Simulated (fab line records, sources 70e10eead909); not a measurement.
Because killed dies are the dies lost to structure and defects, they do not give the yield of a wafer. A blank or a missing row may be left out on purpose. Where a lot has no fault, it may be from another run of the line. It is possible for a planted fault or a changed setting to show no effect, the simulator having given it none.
Matching of chambers | flow nandHarc | NHARC_A_STAIRCASE_ETCH_292 on rieDiel-10 has 4 sister chambers
The step etches the open film in CF4/CHF3. 4 wafers are shown with their chamber, then 11 later ones without.

## EACH WAFER AND ITS CHAMBER
wafer  | chamber | showerheadPlenumPTorr (Torr)
L089.4 | 0       | 1.65
L089.5 | 2       | 1.62
L089.6 | 3       | 1.45
L088.1 | 1       | 1.68

## WAFERS WITH NO CHAMBER GIVEN
wafer  | showerheadPlenumPTorr (Torr)
L088.3 | 1.65
L088.6 | 1.62
L091.1 | 1.45
L091.3 | 1.68
L091.4 | 1.62
L094.1 | 1.65
L094.2 | 1.68
L094.4 | 1.68
L095.3 | 1.61
L095.4 | 1.61
L095.6 | 1.68

## EACH ONE'S CHAMBER
wafer  | from the rows above | in truth
L088.3 | 0                   | 0
L088.6 | 2                   | 2
L091.1 | 3                   | 3
L091.3 | 1                   | 1
L091.4 | 2                   | 2
L094.1 | 0                   | 0
L094.2 | 1                   | 1
L094.4 | 1                   | 1
L095.3 | 2                   | 2
L095.4 | 2                   | 2
L095.6 | 1                   | 1
11 of 11 placed correctly. Can't be placed from these rows: 0. Number placed wrongly: 0.
How it was worked out, from the rows above alone: a wafer's distance from a chamber is the root of the sum, over the readings, of the square of ((its reading less the chamber's mean) divided by the reading's scatter). The wafer belongs to the nearest chamber; if the next one is less than 2 further off, it can't be placed. The mean given for a chamber averages the wafers shown for that chamber. The scatter: root of mean squared gap, hidden wafer to nearest shown wafer, with one shown wafer a chamber.
